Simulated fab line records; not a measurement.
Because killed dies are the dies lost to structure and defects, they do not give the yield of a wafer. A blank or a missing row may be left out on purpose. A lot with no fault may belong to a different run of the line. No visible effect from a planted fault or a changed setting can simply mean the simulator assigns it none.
2 desks, one fault | flow n5 finfet | each desk has only its own numbers; what lay behind them comes last

## FROM THE METROLOGY DESK
Means of the sampled wafers that have a number, per lot and without regard to the tool the lot ran on: this is what the gauges read. Marked OUT: a lot whose mean sits more than 4 standard deviations from the usual mean, which makes it out of limits; the brackets give that distance. Shown here are 7 of its 10 readings, the ones lying furthest out on some lot.
Columns: A = DIBL_N at N5_BEOL_M4_RC_MEAS_101, usual 36.0 mV/V; B = DIBL_P at N5_BEOL_M4_RC_MEAS_101, usual 36.2 mV/V; C = IOFF_N at N5_BEOL_M4_RC_MEAS_101, usual 0.154 nA/um; D = ION_N at N5_BEOL_M4_RC_MEAS_101, usual 675 uA/um; E = ION_P at N5_BEOL_M4_RC_MEAS_101, usual 463 uA/um; F = SS_N at N5_BEOL_M4_RC_MEAS_101, usual 71.4 mV/dec; G = SS_P at N5_BEOL_M4_RC_MEAS_101, usual 73.2 mV/dec
lot  | first seen here | A    | B    | C     | D   | E   | F    | G
L880 | day 10 23:41    | 36.7 | 37.4 | 0.164 | 678 | 469 | 71.7 | 73.1
L879 | day 11 04:26    | 35.1 | 34.3 | 0.132 | 673 | 459 | 70.7 | 72.9
L884 | day 12 12:19    | 33.8 | 35.1 | 0.124 | 664 | 460 | 70.8 | 72.3
L885 | day 12 18:04    | 36.3 | 35.6 | 0.150 | 675 | 458 | 71.6 | 73.4
L886 | day 13 03:38    | 37.2 | 36.3 | 0.161 | 678 | 455 | 71.6 | 73.5
L887 | day 13 09:31    | 37.1 | 37.8 | 0.171 | 682 | 457 | 71.6 | 73.5
L888 | day 13 12:22    | 37.2 | 37.4 | 0.155 | 662 | 454 | 72.3 | 72.8
L896 | day 15 06:50    | 37.9 | 37.6 | 0.185 | 686 | 463 | 71.4 | 73.0
L899 | day 15 11:02    | 36.6 | 37.1 | 0.162 | 673 | 461 | 71.7 | 73.2
This desk found nothing out of limits on any of the 9 lots.

## THE TOOL OWNER'S DESK: rie diel-04
The tool's own readings at N5_BEOL_M3_ETCH_41 (etches SiCN in CH3F/O2, target depth 29.9 nm, time 52.5 s): means of the sampled wafers that have a number, for each lot that ran on this tool. Marked OUT: a lot whose mean sits more than 4 standard deviations from the usual mean, which makes it out of limits; the brackets give that distance.
Columns: A = drypump motor current A at N5_BEOL_M3_ETCH_41, usual 5.5 A; B = mfc ar sccm at N5_BEOL_M3_ETCH_41, usual 150.0 sccm; C = oes product au at N5_BEOL_M3_ETCH_41, usual 0.76 a.u.; D = rf vpp V at N5_BEOL_M3_ETCH_41, usual 297.0 V; E = showerhead plenum p Torr at N5_BEOL_M3_ETCH_41, usual 1.99 Torr; F = throttle valve pct at N5_BEOL_M3_ETCH_41, usual 16.35 %
lot  | first seen here | A   | B     | C    | D     | E    | F
L879 | day 9 17:16     | 5.3 | 150.3 | 0.70 | 297.8 | 2.04 | 16.47
L885 | day 11 03:22    | 5.5 | 150.5 | 0.77 | 296.8 | 2.00 | 16.34
L886 | day 11 15:40    | 5.6 | 150.3 | 0.76 | 297.6 | 2.00 | 16.34
L887 | day 12 16:47    | 5.5 | 149.8 | 0.76 | 296.7 | 2.00 | 16.37
L888 | day 12 17:17    | 5.7 | 149.8 | 0.74 | 296.3 | 1.95 | 16.36
L896 | day 14 14:44    | 5.8 | 150.2 | 0.99 | 299.5 | 2.12 | 16.35
This desk found nothing out of limits on any of the 6 lots.

## PUT TOGETHER
The metrology desk saw nothing out of limits.
The tool owner's desk saw nothing out of limits.

## WHAT HAD BEEN PUT IN BY THE SIMULATOR
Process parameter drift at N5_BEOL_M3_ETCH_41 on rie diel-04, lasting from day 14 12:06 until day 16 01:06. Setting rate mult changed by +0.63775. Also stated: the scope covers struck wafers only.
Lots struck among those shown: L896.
